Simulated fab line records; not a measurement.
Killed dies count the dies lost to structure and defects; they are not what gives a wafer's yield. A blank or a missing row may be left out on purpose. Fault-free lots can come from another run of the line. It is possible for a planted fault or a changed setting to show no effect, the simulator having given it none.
The tool behind it: which one?	flow n5 finfet	Sampling: 24 lots, 72 wafers, 5 of 1938 route steps

WHAT THE GAUGES READ, wafer by wafer
N5_BEOL_M4_OVL_MEAS_12. Usual: M4_OVL typically reads -0.2 nm, with standard deviation 0.65.
lot	measured	on	M4_OVL (nm)	flag
L074	day 7 11:37	overlay-01	-0.5 -1.6 -1.6	
L075	day 7 16:14	overlay-02	0.8 -0.8 0.1	
L076	day 7 20:19	overlay-02	-0.5 -0.1 0.3	
L078	day 8 03:50	overlay-01	0.8 0.8 -0.5	
L077	day 8 04:38	overlay-02	-0.5 -0.4 0.8	
L079	day 8 14:00	overlay-01	-0.1 0.2 1.0	
L080	day 9 06:56	overlay-02	-0.2 -1.5 -0.1	
L081	day 9 19:29	overlay-02	-0.5 0.1 -0.1	
L084	day 9 19:43	overlay-01	0.2 0.3 -0.3	
L082	day 9 20:35	overlay-02	0.1 -0.9 0.2	
L083	day 9 22:44	overlay-01	0.1 -1.1 0.3	
L085	day 10 00:08	overlay-01	0.0 -0.3 0.1	
L086	day 10 00:47	overlay-02	-0.8 0.1 0.1	
L087	day 10 04:28	overlay-02	-1.0 -1.5 -1.2	
L089	day 11 13:59	overlay-01	0.9 -0.3 0.9	
L088	day 11 14:06	overlay-01	-1.2 0.4 0.2	
L090	day 11 15:41	overlay-02	-0.5 -0.2 0.3	
L091	day 11 21:31	overlay-02	-0.4 -0.3 -0.6	
L092	day 11 23:47	overlay-01	-0.5 -0.3 -1.1	
L093	day 12 02:59	overlay-02	-0.3 -0.5 -0.9	
L095	day 12 13:17	overlay-02	-0.3 0.5 0.6	
L094	day 12 23:59	overlay-02	1.4 0.4 0.0	
L097	day 13 07:35	overlay-02	0.0 0.4 -0.3	
L096	day 13 14:16	overlay-01	-0.8 -1.2 -0.7	

WHAT TOOL EACH LOT RAN ON (gives the tool, then ch and the chambers of the sampled wafers, and finally the start)
lot	N5_BEOL_M3_ANNEAL_49	N5_BEOL_M3_SPUTTER_88	N5_BEOL_M3_ANNEAL_89	N5_BEOL_M4_ILD_DEP_00
L074	pvd sputter-03, day 7 08:11	pvd sputter-03, day 7 08:59	pvd sputter-03, day 7 09:04	pecvd-04 ch 0,1,2, day 7 11:01
L075	pvd sputter-03, day 7 11:34	pvd sputter-03, day 7 12:22	pvd sputter-03, day 7 12:26	pecvd-01 ch 1,2, day 7 14:22
L076	pvd sputter-03, day 7 15:02	pvd sputter-03, day 7 15:50	pvd sputter-03, day 7 15:55	pecvd-04 ch 0,1, day 7 17:54
L078	pvd sputter-03, day 7 23:39	pvd sputter-03, day 8 00:27	pvd sputter-03, day 8 00:32	pecvd-04 ch 0,1,2, day 8 02:26
L077	pvd sputter-02, day 8 00:46	pvd sputter-02, day 8 01:34	pvd sputter-02, day 8 01:39	pecvd-01 ch 0,1,2, day 8 03:34
L079	pvd sputter-02, day 8 07:13	pvd sputter-02, day 8 08:01	pvd sputter-02, day 8 08:06	pecvd-01 ch 0,1, day 8 10:05
L080	pvd sputter-03, day 9 01:26	pvd sputter-03, day 9 02:14	pvd sputter-03, day 9 02:19	pecvd-02 ch 0,1,2, day 9 04:14
L081	pvd sputter-01, day 9 14:14	pvd sputter-01, day 9 15:02	pvd sputter-01, day 9 15:07	pecvd-04 ch 0,2, day 9 17:04
L084	pvd sputter-03, day 9 14:31	pvd sputter-03, day 9 15:19	pvd sputter-03, day 9 15:24	pecvd-01 ch 0,1, day 9 17:19
L082	pvd sputter-02, day 9 17:08	pvd sputter-02, day 9 17:56	pvd sputter-02, day 9 18:01	pecvd-04 ch 0,2, day 9 19:59
L083	pvd sputter-03, day 9 17:38	pvd sputter-03, day 9 18:26	pvd sputter-03, day 9 18:31	pecvd-04 ch 1,2, day 9 20:25
L085	pvd sputter-03, day 9 20:26	pvd sputter-03, day 9 21:14	pvd sputter-03, day 9 21:19	pecvd-04 ch 0,2, day 9 23:16
L086	pvd sputter-01, day 9 20:43	pvd sputter-01, day 9 21:31	pvd sputter-01, day 9 21:35	pecvd-04 ch 0,1,2, day 9 23:40
L087	pvd sputter-03, day 10 00:32	pvd sputter-03, day 10 01:20	pvd sputter-03, day 10 01:25	pecvd-04 ch 0,1,2, day 10 03:23
L089	pvd sputter-02, day 11 09:19	pvd sputter-02, day 11 10:07	pvd sputter-02, day 11 10:12	pecvd-01 ch 0,2, day 11 12:08
L088	pvd sputter-03, day 11 09:37	pvd sputter-03, day 11 10:25	pvd sputter-03, day 11 10:30	pecvd-02 ch 0,2, day 11 12:30
L090	pvd sputter-02, day 11 11:55	pvd sputter-02, day 11 12:43	pvd sputter-02, day 11 12:47	pecvd-01 ch 0,2, day 11 14:58
L091	pvd sputter-03, day 11 17:32	pvd sputter-03, day 11 18:20	pvd sputter-03, day 11 18:25	pecvd-02 ch 0,2, day 11 20:20
L092	pvd sputter-03, day 11 19:23	pvd sputter-03, day 11 20:11	pvd sputter-03, day 11 20:16	pecvd-04 ch 0,2, day 11 22:20
L093	pvd sputter-02, day 11 22:05	pvd sputter-02, day 11 22:53	pvd sputter-02, day 11 22:58	pecvd-04 ch 0,1, day 12 00:55
L095	pvd sputter-01, day 12 09:33	pvd sputter-01, day 12 10:21	pvd sputter-01, day 12 10:26	pecvd-02 ch 0,1, day 12 12:29
L094	pvd sputter-01, day 12 18:44	pvd sputter-01, day 12 19:32	pvd sputter-01, day 12 19:37	pecvd-02 ch 0,1,2, day 12 21:34
L097	pvd sputter-01, day 13 01:49	pvd sputter-01, day 13 02:37	pvd sputter-01, day 13 02:42	pecvd-02 ch 0,1,2, day 13 04:38
L096	pvd sputter-01, day 13 08:31	pvd sputter-01, day 13 09:19	pvd sputter-01, day 13 09:24	pecvd-04 ch 0,1,2, day 13 12:28
- N5_BEOL_M3_ANNEAL_49: time 240 s.
- N5_BEOL_M3_SPUTTER_88: material Cu, target thk 4.5 nm, time 8.29 s.
- N5_BEOL_M3_ANNEAL_89: time 240 s.
- N5_BEOL_M4_ILD_DEP_00: deposits SiOC from DEMS/O2, target thk 79 nm, time 15.3 s.

AS READ BY THE TOOLS THEMSELVES (means over the sampled wafers that have a number; for cases with no such wafer, the mark the record gives instead)
N5_BEOL_M3_ANNEAL_49. Usual: heater power w 823 W, standard deviation 86.
lot	tool	heater power w (W)	flag
L074	pvd sputter-03	874	
L075	pvd sputter-03	799	
L076	pvd sputter-03	807	
L078	pvd sputter-03	853	
L077	pvd sputter-02	842	
L079	pvd sputter-02	812	
L080	pvd sputter-03	863	
L081	pvd sputter-01	934	
L084	pvd sputter-03	726	
L082	pvd sputter-02	739	
L083	pvd sputter-03	856	
L085	pvd sputter-03	866	
L086	pvd sputter-01	829	
L087	pvd sputter-03	783	
L089	pvd sputter-02	792	
L088	pvd sputter-03	786	
L090	pvd sputter-02	822	
L091	pvd sputter-03	792	
L092	pvd sputter-03	803	
L093	pvd sputter-02	795	
L095	pvd sputter-01	892	
L094	pvd sputter-01	880	
L097	pvd sputter-01	881	
L096	pvd sputter-01	885	

N5_BEOL_M3_SPUTTER_88. Usual: throttle valve pct 29.9 %, standard deviation 1.
lot	tool	throttle valve pct (%)	flag
L074	pvd sputter-03	30.9	
L075	pvd sputter-03	30.3	
L076	pvd sputter-03	30.7	
L078	pvd sputter-03	29.7	
L077	pvd sputter-02	29.8	
L079	pvd sputter-02	29.0	
L080	pvd sputter-03	30.5	
L081	pvd sputter-01	30.1	
L084	pvd sputter-03	30.2	
L082	pvd sputter-02	30.0	
L083	pvd sputter-03	29.7	
L085	pvd sputter-03	30.5	
L086	pvd sputter-01	29.2	
L087	pvd sputter-03	29.9	
L089	pvd sputter-02	30.2	
L088	pvd sputter-03	29.9	
L090	pvd sputter-02	28.5	
L091	pvd sputter-03	30.3	
L092	pvd sputter-03	30.5	
L093	pvd sputter-02	30.0	
L095	pvd sputter-01	29.6	
L094	pvd sputter-01	29.9	
L097	pvd sputter-01	29.3	
L096	pvd sputter-01	30.0	

N5_BEOL_M3_ANNEAL_89. Usual: heater power w 824 W, standard deviation 85.
lot	tool	heater power w (W)	flag
L074	pvd sputter-03	872	
L075	pvd sputter-03	793	
L076	pvd sputter-03	804	
L078	pvd sputter-03	852	
L077	pvd sputter-02	848	
L079	pvd sputter-02	807	
L080	pvd sputter-03	880	
L081	pvd sputter-01	957	
L084	pvd sputter-03	723	
L082	pvd sputter-02	739	
L083	pvd sputter-03	845	
L085	pvd sputter-03	874	
L086	pvd sputter-01	829	
L087	pvd sputter-03	784	
L089	pvd sputter-02	791	
L088	pvd sputter-03	799	
L090	pvd sputter-02	826	
L091	pvd sputter-03	800	
L092	pvd sputter-03	804	
L093	pvd sputter-02	799	
L095	pvd sputter-01	872	
L094	pvd sputter-01	887	
L097	pvd sputter-01	890	
L096	pvd sputter-01	908	

N5_BEOL_M4_ILD_DEP_00. Usual: chamber pressure Torr 4.999 Torr, standard deviation 0.011; heater power w 499 W, standard deviation 72; showerhead plenum p Torr 5.694 Torr, standard deviation 0.013; throttle valve pct 12.1 %, standard deviation 0.66.
lot	tool	chamber pressure Torr (Torr)	heater power w (W)	showerhead plenum p Torr (Torr)	throttle valve pct (%)	flag
L074	pecvd-04	4.996	527	5.698	12.0	
L075	pecvd-01	5.004	447	5.702	13.3	
L076	pecvd-04	4.985	508	5.690	12.3	
L078	pecvd-04	5.002	499	5.694	11.7	
L077	pecvd-01	5.007	451	5.686	13.0	
L079	pecvd-01	5.001	512	5.691	12.9	
L080	pecvd-02	4.997	486	5.693	11.7	
L081	pecvd-04	5.002	578	5.705	12.1	
L084	pecvd-01	4.992	466	5.679	12.7	
L082	pecvd-04	4.998	583	5.700	11.5	
L083	pecvd-04	5.021	495	5.701	11.6	
L085	pecvd-04	5.001	502	5.709	11.7	
L086	pecvd-04	4.994	502	5.684	12.1	
L087	pecvd-04	5.014	545	5.690	12.1	
L089	pecvd-01	4.995	528	5.698	12.1	
L088	pecvd-02	4.995	550	5.702	11.8	
L090	pecvd-01	4.994	496	5.693	12.1	
L091	pecvd-02	5.001	526	5.702	12.1	
L092	pecvd-04	5.007	605	5.703	12.1	
L093	pecvd-04	5.001	515	5.689	12.5	
L095	pecvd-02	5.003	470	5.693	11.9	
L094	pecvd-02	5.006	496	5.693	11.8	
L097	pecvd-02	4.997	455	5.696	11.8	
L096	pecvd-04	4.992	544	5.694	12.2	

THE ANSWER, worked out from the rows above alone
Rule: a lot counts as off when the mean over its wafers that have a number is more than 3 standard deviations away from the usual mean. A lot without any number at a reading at which 4 lots or more have one is off too. Any other lot the step has rows for is counted as sound. After the gauges, taken in route order, come the tools' own readings; for these a lot's mean is taken, as printed above. The first step at which some lot is off is used, and at that step the reading that is off furthest; a lot without a number counts as furthest.
No lot is off at any reading shown: from this, nothing can be told.

WHAT THE SIMULATOR PUT IN
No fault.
